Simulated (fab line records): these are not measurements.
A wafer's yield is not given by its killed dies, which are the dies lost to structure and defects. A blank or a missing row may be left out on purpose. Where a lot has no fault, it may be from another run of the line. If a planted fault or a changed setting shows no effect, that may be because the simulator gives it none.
Struck lot and sound lot, side by side | flow n5 finfet | 20 steps out of a route of 1938
Sound: these wafers, L353.1, L353.2, L353.5. Struck: wafer L359.3. (L359.6 of the same lot was not struck and is left out.) The cause comes at the end.
At each step with rows: each side's tool, then ch and its chambers, then its first start. Under that, the readings that differ: sound wafers | struck wafers | difference of the means | sigmas: that difference in standard deviations of wafers without a fault.
alike: a reading whose means differ by less than 2 such deviations, as well as words and numbers matching on both sides. not compared: withheld readings; readings where some wafer has no value; bounds like >300 that might hide an equal value; numbers whose values overlap and for which the record gives no deviation.
The two part at a step that has a row with sigmas, a row that says differs or no value, or rows on one side only. Numbers that have no deviation but don't overlap get no sigmas and don't part them. A reading that every wafer of one side lacks parts them only if that side has two wafers or more.

first, 9 steps without rows for these wafers: N5_BEOL_M0_SAQP_EBR_10; N5_BEOL_M0_SAQP_SOFTBAKE_09 (time 60 s); N5_BEOL_M0_SAQP_EXPOSE_11 (exposes mask M0 CORE, target cd 42 nm); N5_BEOL_M0_SAQP_PEB_12 (peb time 60 s); N5_BEOL_M0_SAQP_DEVELOP_13 (develop time 30 s); N5_BEOL_M0_SAQP_DESCUM_19 (chemistry O2, time 7.9 s); N5_BEOL_M0_SAQP_ETCH_83 (etches SiARC in CF4, target depth 39 nm, time 65 s); N5_BEOL_M0_SAQP_ETCH_84 (etches SOC in N2/H2, target depth 100 nm, overetch 20 nm, time 150 s); N5_BEOL_M0_SAQP_STRIP_80 (strips in N2/H2).
N5_BEOL_M0_SAQP_HM_OPEN_112: chemistry CHF3/O2, target SiO2, stops on a-Si, target depth 12 nm, time 13.5 s.
  sound on rie diel-03 ch 2,3, day 5 22:53; struck on rie diel-03 ch 0, day 7 11:51
  reading                                         | sound             | struck | difference | sigmas
  oes product au (a.u.)                           | 0.61 0.48 0.61    | 0.43   | -0.14      | -2
  over etch frac                                  | 1.25 1.25 1.25    | 2.2313 | +0.9813    |
  model.SiARC_of_BEOL_M0_SAQP_COAT_82.thk nm (nm) | 5 4.6 4.8         | 0      | -5         |
  model.SOC_of_BEOL_M0_SAQP_COAT_81.thk nm (nm)   | 100.2 100.2 100.4 | 97.4   | -2.9       |
  model.a-Si_of_BEOL_M0_SAQP_PECVD_04.thk nm (nm) | 59.6 59.8 60.8    | 57.2   | -2.9       |
  alike: drypump motor current A, rf vpp V, showerhead plenum p Torr, throttle valve pct
  not compared: rf hours counter h
then, 1 step without rows for these wafers: N5_BEOL_M0_SAQP_STRIP_113 (strips in CHF3/O2).
N5_BEOL_M0_SAQP_MANDREL_ETCH_20: etches a-Si in HBr/Cl2, stops on SiNx, target depth 60 nm, bt time 10 s, time 30 s.
  sound on rie si-02 ch 0,2,3, day 5 22:58; struck on rie si-01 ch 0, day 7 11:56
  reading                                       | sound             | struck | difference | sigmas
  oes product au (a.u.)                         | 0.765 0.780 0.781 | 0.756  | -0.019     | -2
  model.SOC_of_BEOL_M0_SAQP_COAT_81.thk nm (nm) | 76 76 76.6        | 73.4   | -2.8       |
  model.etch.depth nm (nm)                      | 59.69 59.72 60.89 | 57.2   | -2.9       |
  alike: drypump motor current A, throttle valve pct
  not compared: rf hours counter h
then, 5 steps without rows for these wafers: N5_BEOL_M0_SAQP_STRIP_86 (strips in N2/H2); N5_BEOL_M0_SAQP_STRIP_115 (strips in post etch residue remover, time 60 s); N5_BEOL_M0_SAQP_SRD_93 (time 30 s); N5_BEOL_M0_SAQP_RECESS_114 (chemistry HF/NH3, target SiO2, target depth 14.4 nm, afs cycles 3, sublimation time 60 s); N5_BEOL_M0_SAQP_SPACER1_ALD_98 (deposits SiO2, target thk 12.8 nm, pulse time 1 s, purge time 2 s).
N5_BEOL_M0_SAQP_SPACER1_ETCHBACK_99: etches SiO2 in CHF3/O2, target depth 15.4 nm, time 7.7 s.
  sound on rie diel-01 ch 1,2, day 6 00:23; struck on rie diel-01 ch 0, day 7 13:01
  reading                                         | sound        | struck | difference | sigmas
  drypump motor current A (A)                     | 5.0 5.4 5.4  | 6.7    | +1.4       | +3
  model.a-Si_of_BEOL_M0_SAQP_PECVD_04.thk nm (nm) | 59 59.2 60.2 | 56.6   | -2.9       |
  alike: oes product au, rf vpp V, showerhead plenum p Torr, throttle valve pct
  not compared: rf hours counter h
then, 1 step without rows for these wafers: N5_BEOL_M0_SAQP_MANDREL1_REMOVE_100 (chemistry HBr/Cl2/O2, target a-Si, stops on SiNx, bt time 10 s).
-- a jump in the record: the struck wafers' starts before and after are 2 days apart (it breaks off in module BEOL_M0_SAQP and resumes in module BEOL_M4, where the first step shown is number 1111 of the route) --
N5_BEOL_M4_RC_MEAS_101:
  sound on prober-01 ch 0, day 8 10:20; struck on prober-02 ch 0, day 9 18:11
  reading       | sound          | struck | difference | sigmas
  DIBL_P (mV/V) | 36.7 34.3 35.3 | 39.0   | +3.6       | +2
  alike: DIBL_N, IOFF_N, IOFF_P, ION_N, ION_P, SS_N, SS_P, VT_N, VT_P

## WHERE THEY PART
First at N5_BEOL_M0_SAQP_HM_OPEN_112; last, within this record, at N5_BEOL_M4_RC_MEAS_101.

WHY: what the simulator had put in
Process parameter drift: rie diel-03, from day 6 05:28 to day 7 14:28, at N5_BEOL_M0_SAQP_HM_OPEN_112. Setting over etch frac shifted by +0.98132 from 1.25. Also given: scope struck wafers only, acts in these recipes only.
